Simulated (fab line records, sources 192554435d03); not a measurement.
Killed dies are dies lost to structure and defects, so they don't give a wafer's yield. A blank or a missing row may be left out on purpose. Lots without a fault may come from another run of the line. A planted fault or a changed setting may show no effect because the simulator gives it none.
fab line records | flow n5_finfet
record lots=15 wafers=41 last_day=18
route steps=1938 shown MOL_CONTACT_COAG@619 BEOL_M0_SAQP@633 BEOL_M4@1111
lots that met no fault: from a run of the same line without faults
start_h: hours from the record's first day to the start of the lot's first wafer shown | wait_h: hours since the lot's step before | " the same as in the row above | L1.1+2: a row that stands for several wafers | - no value, or no start given | * or withheld: withheld | < > ~ a bound
route shown NAME@n: a module of which the file shows steps, and the number in the route of the first | usual: mean/standard deviation of fault-free wafers | same: alike in all rows | chamber/n: place in a boat | sites: the reading at each site | _std_site: their standard deviation | _edge_site: outer sites' mean less inner sites' | radius_mm: how far each site lies from the wafer's centre | mask NAME#n: copy n | behind: the tool/chamber that last shaped the wafer | hold: why the lot was held/for how many hours/how that ended | device: the transistor (n, p or np) that didn't switch | end of line: the same wafers' tests at the end of the route | a step without rows: its recipe alone | killed: dies lost to structure and defects at the first sort, not the wafer's yield | map: a wafer's dies, x killed, . not, _ none there
set.NAME: the setting as run; set.NAME@STEP: as run at that earlier step | model.NAME: the simulator's own value behind a step, which no gauge read
steps of the route over a sample of lots; a table a step, a row a wafer
services: from which hour (start_h, from the record's first day; less than 0 if before it) a tool's chamber was out of use, for how many hours, and why
## steps
# step N5_MOL_CONTACT_COAG_STRIP_49
# recipe chemistry=N2/H2 time_s=30 power_w=1000 temp_c=250 pressure_mtorr=withheld n2_flow_sccm=1750 h2_flow_sccm=3250
# usual drypump_motor_current_A=6.0/0.34 heater_power_w=326/19
# columns lot.wafer tool chamber start_h wait_h drypump_motor_current_A heater_power_w rf_hours_counter_h
L635.1 plasma_asher-01 0 100.31 - 5.8 329 37
L635.5 " 0 " " 5.8 324 -
L638.3 plasma_asher-01 1 118.95 - 6.3 328 -
L638.4 " 0 " " 5.8 330 -
L638.6 " 0 " " 5.8 326 -
L643.2 plasma_asher-02 0 148.50 - 6.5 347 103
L643.4 " 1 " " 5.6 303 -
L642.3 plasma_asher-01 0 149.24 - 5.8 339 -
L642.5 " 0 " " 5.8 329 -
L644.1 plasma_asher-02 0 152.01 - 6.4 351 104
L644.2 " 1 " " 5.6 296 104
L644.6 " 0 " " 6.4 342 -
L645.1 plasma_asher-01 1 161.00 - 6.3 326 49
L645.2 " 0 " " 5.8 321 49
L645.4 " 0 " " 5.8 327 -
L646.1 plasma_asher-02 1 174.26 - 5.6 299 109
L646.2 " 0 " " 6.4 353 109
L646.3 " 0 " " 6.4 342 -
L648.1 plasma_asher-02 0 182.32 - 6.5 346 112
L648.3 " 1 " " 5.6 301 -
L648.5 " 1 " " 5.6 295 -
L649.1 plasma_asher-02 0 184.46 - 6.5 347 112
L649.6 " 1 " " 5.6 304 -
L651.3 plasma_asher-01 0 198.07 - 5.8 328 -
L651.4 " 1 " " 6.2 336 -
L651.5 " 0 " " 5.8 329 -
L652.1 plasma_asher-02 0 203.50 - 6.4 347 115
L652.3 " 0 " " 6.4 347 -
L652.5 " 0 " " 6.4 351 -
L653.1 plasma_asher-02 1 209.65 - 5.6 295 117
L653.2 " 0 " " 6.5 343 117
L653.3 " 0 " " 6.5 358 -
L654.2 plasma_asher-02 0 221.44 - 6.4 346 119
L654.4 " 0 " " 6.4 341 -
L654.6 " 0 " " 6.4 348 -
L655.1 plasma_asher-01 1 221.59 - 6.2 333 59
L655.5 " 1 " " 6.3 322 -
L655.6 " 0 " " 5.9 322 -
L656.1 plasma_asher-02 1 228.18 - 5.6 291 120
L656.5 " 1 " " 5.6 295 -
L656.6 " 0 " " 6.4 345 -
# step N5_MOL_CONTACT_COAG_INSPECT_97
# recipe inspect_instrument=darkfield mode=post_anneal
# usual raw_defect_count=44/17
# columns lot.wafer tool chamber start_h wait_h raw_defect_count
L635.1 defect_inspect-02 - 104.84 0.0 55
L635.5 " - " " 28
L638.3 defect_inspect-02 - 123.01 0.1 53
L638.4 " - " " 28
L638.6 " - " " 31
L643.2 defect_inspect-01 - 152.50 0.0 48
L643.4 " - " " 23
L642.3 defect_inspect-01 - 155.53 0.1 49
L642.5 " - " " 46
L644.1 defect_inspect-01 - 158.48 0.0 65
L644.2 " - " " 85
L644.6 " - " " 48
L645.1 defect_inspect-01 - 164.94 0.0 36
L645.2 " - " " 36
L645.4 " - " " 55
L646.1 defect_inspect-01 - 178.21 0.0 39
L646.2 " - " " 43
L646.3 " - " " 39
L648.1 defect_inspect-01 - 186.28 0.0 67
L648.3 " - " " 40
L648.5 " - " " 57
L649.1 defect_inspect-02 - 189.28 0.0 38
L649.6 " - " " 34
L651.3 defect_inspect-01 - 202.16 0.1 47
L651.4 " - " " 25
L651.5 " - " " 42
L652.1 defect_inspect-02 - 207.45 0.0 24
L652.3 " - " " 20
L652.5 " - " " 33
L653.1 defect_inspect-01 - 213.60 0.0 49
L653.2 " - " " 80
L653.3 " - " " 65
L654.2 defect_inspect-02 - 225.41 0.1 77
L654.4 " - " " 38
L654.6 " - " " 65
L655.1 defect_inspect-01 - 228.38 0.0 40
L655.5 " - " " 41
L655.6 " - " " 40
L656.1 defect_inspect-02 - 232.14 0.0 44
L656.5 " - " " 28
L656.6 " - " " 32
# step N5_BEOL_M0_SAQP_ILD_DEP_01
# recipe material=SiOC target_thk_a=454.19 temp_c=350 precursor=DEMS/O2 pressure_torr=5 rf_w=500 time_s=8.7
# usual heater_power_w=468/53 showerhead_plenum_p_Torr=5.692/0.012 throttle_valve_pct=12.1/0.71
# columns lot.wafer tool chamber start_h wait_h heater_power_w showerhead_plenum_p_Torr since_wet_clean_h throttle_valve_pct
L635.1 pecvd-03 2 105.20 0.0 530 5.698 55 11.0
L635.5 " 0 " " 455 5.686 - 12.4
L638.3 pecvd-04 1 123.37 0.0 462 5.674 - 11.6
L638.4 " 2 " " 500 5.697 - 11.9
L638.6 " 2 " " 500 5.698 - 11.9
L643.2 pecvd-04 0 152.84 0.0 467 5.699 1219 11.1
L643.4 " 1 " " 492 5.670 - 11.5
L642.3 pecvd-03 2 155.86 0.0 469 5.713 106 11.2
L642.5 " 2 " " 487 5.711 - 11.2
L644.1 pecvd-04 1 158.84 0.0 524 5.686 1950 12.1
L644.2 " 0 " " 524 5.688 1225 11.3
L644.6 " 0 " " 520 5.696 - 11.1
L645.1 pecvd-03 1 165.31 0.0 526 5.693 1594 11.7
L645.2 " 0 " " 549 5.688 869 12.3
L645.4 " 1 " " 536 5.684 - 11.8
L646.1 pecvd-03 0 178.57 0.0 479 5.702 882 12.4
L646.2 " 2 " " 482 5.719 128 11.3
L646.3 " 1 " " 493 5.687 1607 11.8
L648.1 pecvd-03 1 186.63 0.0 487 5.688 1616 12.2
L648.3 " 2 " " 456 5.702 137 11.1
L648.5 " 1 " " 469 5.690 - 11.8
L649.1 pecvd-01 0 189.63 0.0 439 5.674 712 11.7
L649.6 " 2 " " 418 5.692 - 12.6
L651.3 pecvd-03 0 202.48 0.0 475 5.691 906 12.7
L651.4 " 1 " " 506 5.679 - 11.9
L651.5 " 0 " " 487 5.696 - 12.8
L652.1 pecvd-03 0 207.81 0.0 452 5.702 912 12.4
L652.3 " 1 " " 523 5.683 1637 11.8
L652.5 " 1 " " 515 5.692 - 11.9
L653.1 pecvd-03 1 213.96 0.0 540 5.691 1643 11.8
L653.2 " 2 " " 503 5.705 164 11.2
L653.3 " 0 " " 485 5.703 918 12.8
L654.2 pecvd-03 2 225.75 0.0 455 5.711 176 11.2
L654.4 " 0 " " 530 5.694 - 12.5
L654.6 " 2 " " 461 5.701 - 11.0
L655.1 pecvd-01 1 228.75 0.0 406 5.682 1476 13.5
L655.5 " 0 " " 429 5.670 - 11.6
L655.6 " 1 " " 405 5.699 - 13.5
L656.1 pecvd-03 2 232.50 0.0 472 5.703 182 11.1
L656.5 " 2 " " 471 5.692 - 11.2
L656.6 " 0 " " 481 5.703 - 12.7
# step N5_BEOL_M0_SAQP_PECVD_97
# recipe material=SiNx target_thk_a=230 temp_c=350 precursor=SiH4/NH3/N2 pressure_torr=1.5 rf_w=300 time_s=19.9
# usual chamber_pressure_Torr=1.500/0.0035 heater_power_outer_w=298/53 heater_power_w=531/60 showerhead_plenum_p_Torr=5.12/0.051 throttle_valve_pct=40.6/2.5
# columns lot.wafer tool chamber start_h wait_h chamber_pressure_Torr heater_power_outer_w heater_power_w showerhead_plenum_p_Torr since_wet_clean_h throttle_valve_pct
L635.1 pecvd-01 2 106.74 0.0 1.506 203 412 5.15 2079 42.5
L635.5 " 2 " " 1.505 203 412 5.16 - 42.4
L638.3 pecvd-03 2 125.44 0.0 1.499 310 546 5.19 75 37.3
L638.4 " 2 " " 1.501 306 536 5.18 - 37.0
L638.6 " 0 " " 1.501 246 501 5.14 - 41.6
L643.2 pecvd-01 2 154.95 0.0 1.502 269 506 5.17 2128 42.7
L643.4 " 0 " " 1.498 256 461 5.01 - 39.1
L642.3 pecvd-01 2 156.18 0.0 1.503 248 480 5.16 2129 42.2
L642.5 " 1 " " 1.499 238 457 5.15 - 44.9
L644.1 pecvd-01 2 160.58 0.0 - - - - - -
L644.2 " 1 " " - - - - - -
L644.6 " 2 " " - - - - - -
L645.1 pecvd-01 0 165.85 0.0 - - - - - -
L645.2 " 2 " " - - - - - -
L645.4 " 2 " " - - - - - -
L646.1 pecvd-03 0 180.48 0.0 - - - - - -
L646.2 " 2 " " - - - - - -
L646.3 " 1 " " - - - - - -
L648.1 pecvd-01 1 187.37 0.0 1.493 256 481 5.13 1435 45.0
L648.3 " 2 " " 1.502 213 428 5.17 2160 42.6
L648.5 " 0 " " 1.497 267 484 5.00 - 38.9
L649.1 pecvd-01 2 191.40 0.0 1.499 245 480 5.15 2164 42.5
L649.6 " 0 " " 1.497 254 469 5.01 - 39.1
L651.3 pecvd-04 0 203.76 0.0 1.498 336 506 5.13 1270 37.7
L651.4 " 2 " " 1.493 335 558 5.13 - 40.7
L651.5 " 1 " " 1.505 314 562 5.03 - 39.2
L652.1 pecvd-04 2 208.66 0.0 1.499 338 564 5.15 521 40.9
L652.3 " 1 " " 1.502 331 600 5.06 2000 39.1
L652.5 " 2 " " 1.503 335 558 5.15 - 40.6
L653.1 pecvd-03 2 215.39 0.0 1.503 303 553 5.19 165 37.0
L653.2 " 0 " " 1.502 285 565 5.14 919 42.1
L653.3 " 1 " " 1.500 299 546 5.12 1644 39.7
L654.2 pecvd-03 0 227.88 0.0 1.498 318 605 5.13 932 42.4
L654.4 " 1 " " 1.501 362 590 5.13 - 39.6
L654.6 " 2 " " 1.505 286 525 5.19 - 37.1
L655.1 pecvd-04 0 229.64 0.0 1.499 398 595 5.12 1296 37.5
L655.5 " 0 " " 1.499 395 591 5.13 - 37.8
L655.6 " 2 " " 1.502 403 654 5.15 - 40.7
L656.1 pecvd-04 0 234.61 0.0 1.497 406 608 5.14 1301 37.7
L656.5 " 0 " " 1.495 398 608 5.12 - 37.6
L656.6 " 1 " " 1.503 289 543 5.03 - 39.0
# step N5_BEOL_M0_SAQP_CD_MEAS_29
# recipe target_cd_nm=14.4 landing_energy_ev=1000 detector=se_inlens
# usual cd_nm=15.07/0.23
# columns lot.wafer tool chamber start_h wait_h cd_nm
L635.1 cd_sem-02 0 111.71 0.1 15.00
L635.5 " 0 " " 15.32
L638.3 cd_sem-02 0 131.37 0.1 15.05
L638.4 " 0 " " 15.22
L638.6 " 0 " " 15.21
L643.2 cd_sem-02 0 159.26 0.1 15.17
L643.4 " 0 " " 15.63
L642.3 cd_sem-03 0 160.32 0.1 15.26
L642.5 " 0 " " 15.06
L644.1 cd_sem-03 0 166.17 0.1 -
L644.2 " 0 " " -
L644.6 " 0 " " -
L645.1 cd_sem-02 0 170.62 0.1 -
L645.2 " 0 " " -
L645.4 " 0 " " -
L646.1 cd_sem-01 0 184.79 0.1 -
L646.2 " 0 " " -
L646.3 " 0 " " -
L648.1 cd_sem-02 0 191.99 0.1 15.04
L648.3 " 0 " " 15.25
L648.5 " 0 " " 15.32
L649.1 cd_sem-02 0 196.53 0.1 15.01
L649.6 " 0 " " 15.18
L651.3 cd_sem-03 0 207.97 0.1 15.46
L651.4 " 0 " " 14.97
L651.5 " 0 " " 15.43
L652.1 cd_sem-03 0 212.71 0.1 15.11
L652.3 " 0 " " 15.04
L652.5 " 0 " " 15.05
L653.1 cd_sem-03 0 220.23 0.1 14.82
L653.2 " 0 " " 15.47
L653.3 " 0 " " 14.95
L654.2 cd_sem-03 0 232.81 0.1 15.44
L654.4 " 0 " " 15.21
L654.6 " 0 " " 15.11
L655.1 cd_sem-03 0 233.98 0.1 15.01
L655.5 " 0 " " 14.82
L655.6 " 0 " " 14.97
L656.1 cd_sem-02 0 238.74 0.1 15.16
L656.5 " 0 " " 15.23
L656.6 " 0 " " 15.29
# step N5_BEOL_M4_RC_MEAS_101
# usual DIBL_N=35.8/1.7 DIBL_P=35.9/1.9 IOFF_N=0.151/0.028 IOFF_P=0.21/0.037 ION_N=673/12 ION_P=463/8.3 SS_N=71.4/0.59 SS_P=73.2/0.63 VT_N=250/3.2 VT_P=-250/3.7
# columns lot.wafer tool chamber start_h wait_h DIBL_N[mV/V] DIBL_P[mV/V] IOFF_N[nA/um] IOFF_P[nA/um] ION_N[uA/um] ION_P[uA/um] SS_N[mV/dec] SS_P[mV/dec] VT_N[mV] VT_P[mV]
L635.1 prober-02 0 161.17 0.0 36.1 36.0 0.141 0.21 667 462 71.5 73.7 249 -247
L635.5 " 0 " " 35.2 35.2 0.130 0.21 660 457 71.2 73.0 254 -250
L638.3 prober-02 0 178.17 0.3 37.9 38.0 0.172 0.23 671 453 71.3 73.8 248 -250
L638.4 " 0 " " 37.0 37.3 0.167 0.21 687 468 71.3 73.4 249 -255
L638.6 " 0 " " 38.2 38.8 0.183 0.24 678 468 71.9 73.4 249 -247
L642.3 prober-02 0 211.77 0.3 36.9 37.5 0.174 0.19 687 463 70.3 73.3 246 -253
L642.5 " 0 " " 34.2 34.6 0.129 0.16 671 457 70.6 72.7 250 -255
L643.2 prober-01 0 216.22 0.2 34.6 37.0 0.134 0.20 662 461 70.8 73.4 250 -251
L643.4 " 0 " " 32.8 34.4 0.110 0.17 656 454 70.3 72.3 256 -253
L649.1 prober-01 0 244.86 0.0 35.9 37.2 0.173 0.24 688 479 71.4 73.3 247 -247
L649.6 " 0 " " 34.0 35.2 0.139 0.21 669 467 71.1 73.0 249 -246
L648.1 prober-02 0 245.16 0.0 35.7 34.5 0.134 0.17 670 458 71.7 72.8 253 -254
L648.3 " 0 " " 38.3 37.7 0.176 0.21 673 455 71.8 73.4 247 -252
L648.5 " 0 " " 35.8 34.8 0.132 0.17 670 463 71.7 72.5 251 -255
L651.3 prober-01 0 258.19 0.3 34.8 34.4 0.121 0.16 659 447 72.1 72.9 254 -252
L651.4 " 0 " " 35.3 34.9 0.127 0.18 656 450 71.2 73.7 255 -255
L651.5 " 0 " " 37.7 37.7 0.165 0.22 684 467 72.6 73.5 248 -250
L652.1 prober-02 0 263.70 0.0 35.3 36.1 0.131 0.18 668 458 71.2 72.4 254 -252
L652.3 " 0 " " 35.5 36.0 0.128 0.18 655 453 71.2 73.1 254 -253
L652.5 " 0 " " 34.6 34.9 0.117 0.18 656 451 70.8 72.8 256 -255
L653.1 prober-01 0 276.59 0.0 34.2 35.2 0.127 0.21 662 454 71.2 72.6 249 -250
L653.2 " 0 " " 32.4 33.0 0.109 0.17 669 465 70.9 72.1 255 -252
L653.3 " 0 " " 35.3 35.9 0.142 0.21 674 462 71.5 73.1 251 -248
L655.1 prober-01 0 285.94 0.0 36.2 35.1 0.164 0.17 657 449 71.5 72.7 255 -254
L655.5 " 0 " " 35.3 34.8 0.142 0.17 652 449 71.8 73.9 252 -253
L655.6 " 0 " " 33.4 32.4 0.119 0.15 659 455 71.1 72.6 254 -254
L654.2 prober-01 0 292.56 0.2 37.2 37.6 0.173 0.25 663 463 72.2 74.2 250 -246
L654.4 " 0 " " 35.0 36.0 0.147 0.22 679 469 71.2 73.3 250 -249
L654.6 " 0 " " 37.4 38.0 0.176 0.26 680 468 71.8 73.6 249 -248
L656.1 prober-01 0 316.96 0.0 39.4 41.1 0.240 0.30 672 459 72.8 74.9 245 -246
L656.5 " 0 " " 37.1 38.3 0.195 0.24 690 467 71.8 73.8 245 -248
L656.6 " 0 " " 38.6 40.0 0.217 0.27 692 474 72.3 74.6 245 -246
## services
# columns tool chamber start_h hours kind
pecvd-03 2 94.17 5.5 scheduled_down
pecvd-04 0 101.89 5.5 scheduled_down
pecvd-01 0 108.71 29.9 repair
pecvd-04 1 116.95 5.5 scheduled_down
pecvd-04 0 119.99 13.3 repair
pecvd-01 - 123.33 5.5 repair
pecvd-04 - 128.72 5.5 pm
pecvd-01 0 159.51 5.5 scheduled_down
pecvd-03 2 164.70 9.1 repair
plasma_asher-01 - 173.31 4.0 repair
plasma_asher-02 - 188.12 2.7 repair
pecvd-01 1 191.84 2.1 scheduled_down
pecvd-04 - 194.21 4.3 pm
pecvd-01 2 202.38 - clean
pecvd-01 2 202.38 - consumable_replace:showerhead
pecvd-01 2 202.38 29.0 scheduled_down
pecvd-01 2 202.38 29.0 vent_cycle
pecvd-04 - 209.32 14.6 pm
## key
first_sign step=N5_BEOL_M0_SAQP_PECVD_97 reading=tool_record direction=missing
effect step=N5_BEOL_M0_SAQP_CD_MEAS_29 reading=cd_nm direction=missing
met_at N5_BEOL_M0_SAQP_PECVD_97
struck_lots L644,L645,L646
later_rows_left_out L644.1,L644.2,L644.6,L645.1,L645.2,L645.4,L646.1,L646.2,L646.3
sort_left_out L644.1,L644.2,L644.6,L645.1,L645.2,L645.4,L646.1,L646.2,L646.3
not_acting_at N5_MOL_CONTACT_COAG_STRIP_49,N5_MOL_CONTACT_COAG_INSPECT_97,N5_BEOL_M0_SAQP_ILD_DEP_01
onset_between 156.18 160.58
fault kind=skipped_step_whole tool=pecvd-01,pecvd-03 chamber=- onset_h=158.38 steps=N5_BEOL_M0_SAQP_PECVD_97 scope=struck_lots_only
# sort_left_out: the simulated sort isn't trusted on such a fault, so these wafers' sort isn't shown, and their yield isn't known
# later_rows_left_out: the simulator's readings of these wafers behind a module that went badly wrong aren't trusted and aren't shown, but for the sort
